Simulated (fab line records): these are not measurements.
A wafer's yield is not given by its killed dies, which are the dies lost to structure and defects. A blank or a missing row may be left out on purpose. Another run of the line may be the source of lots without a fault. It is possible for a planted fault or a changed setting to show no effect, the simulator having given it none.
Matching of chambers :: flow nand-harc :: NHARC_P_M2_DEP_33 on pecvd-04 has 3 sister chambers
The step deposits SiCN, target thk 30 nm. 16 wafers are shown with their chamber, then 8 later ones without.

== WAFERS, EACH WITH ITS CHAMBER ==
wafer: L384.2
chamber: 1
heater-power-w (W): 550
chamber-pressure-Torr (Torr): 3.000

wafer: L384.3
chamber: 0
heater-power-w (W): 520
chamber-pressure-Torr (Torr): 2.995

wafer: L384.6
chamber: 2
heater-power-w (W): 608
chamber-pressure-Torr (Torr): 3.000

wafer: L385.2
chamber: 1
heater-power-w (W): 547
chamber-pressure-Torr (Torr): 3.005

wafer: L385.3
chamber: 2
heater-power-w (W): 595
chamber-pressure-Torr (Torr): 2.996

wafer: L385.4
chamber: 2
heater-power-w (W): 605
chamber-pressure-Torr (Torr): 2.996

wafer: L387.1
chamber: 0
heater-power-w (W): 541
chamber-pressure-Torr (Torr): 3.002

wafer: L387.2
chamber: 2
heater-power-w (W): 572
chamber-pressure-Torr (Torr): 2.997

wafer: L387.5
chamber: 2
heater-power-w (W): 573
chamber-pressure-Torr (Torr): 2.999

wafer: L388.1
chamber: 2
heater-power-w (W): 529
chamber-pressure-Torr (Torr): 3.003

wafer: L388.3
chamber: 0
heater-power-w (W): 561
chamber-pressure-Torr (Torr): 3.000

wafer: L388.4
chamber: 0
heater-power-w (W): 548
chamber-pressure-Torr (Torr): 3.010

wafer: L389.2
chamber: 0
heater-power-w (W): 473
chamber-pressure-Torr (Torr): 2.991

wafer: L389.3
chamber: 2
heater-power-w (W): 567
chamber-pressure-Torr (Torr): 2.994

wafer: L389.5
chamber: 1
heater-power-w (W): 498
chamber-pressure-Torr (Torr): 3.003

wafer: L390.2
chamber: 0
heater-power-w (W): 517
chamber-pressure-Torr (Torr): 3.004

SIGNATURES, as means of the wafers listed above
reading: heater-power-w
chamber 0: 526.67
chamber 1: 531.67
chamber 2: 578.43
scatter within a chamber: 29.2

reading: chamber-pressure-Torr
chamber 0: 3.00033
chamber 1: 3.00267
chamber 2: 2.99786
scatter within a chamber: 0.00475
Rule: distance of a wafer from a chamber = root of the sum over the readings of ((wafer's reading minus chamber's mean) / reading's scatter) squared. The wafer belongs to the nearest chamber; if the next one is less than 2 further off, it can't be placed. The scatter: the root of (the sum of the squares of (reading less its chamber's mean) over the shown wafers, divided by (wafers less chambers)).

== WAFERS MISSING THEIR CHAMBER ==
wafer: L390.4
heater-power-w (W): 534
chamber-pressure-Torr (Torr): 3.005

wafer: L390.5
heater-power-w (W): 563
chamber-pressure-Torr (Torr): 3.001

wafer: L392.2
heater-power-w (W): 557
chamber-pressure-Torr (Torr): 3.003

wafer: L392.5
heater-power-w (W): 552
chamber-pressure-Torr (Torr): 3.002

wafer: L392.6
heater-power-w (W): 453
chamber-pressure-Torr (Torr): 3.010

wafer: L399.1
heater-power-w (W): 577
chamber-pressure-Torr (Torr): 2.993

wafer: L399.2
heater-power-w (W): 557
chamber-pressure-Torr (Torr): 3.003

wafer: L399.6
heater-power-w (W): 511
chamber-pressure-Torr (Torr): 3.004

== WHICH CHAMBER EACH WENT THROUGH ==
wafer: L390.4
from the rows above: can't be placed: 1 or 0 or 2
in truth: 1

wafer: L390.5
from the rows above: can't be placed: 2 or 1 or 0
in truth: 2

wafer: L392.2
from the rows above: can't be placed: 1 or 0 or 2
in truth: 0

wafer: L392.5
from the rows above: can't be placed: 1 or 0 or 2
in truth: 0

wafer: L392.6
from the rows above: can't be placed: 1 or 0 or 2
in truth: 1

wafer: L399.1
from the rows above: can't be placed: 2 or 0 or 1
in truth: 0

wafer: L399.2
from the rows above: can't be placed: 1 or 0 or 2
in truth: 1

wafer: L399.6
from the rows above: can't be placed: 1 or 0 or 2
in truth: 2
0 of 8 placed correctly. Cannot be placed on the basis of these rows: 8; the candidates contain the true chamber in 8. 0 placed wrongly.
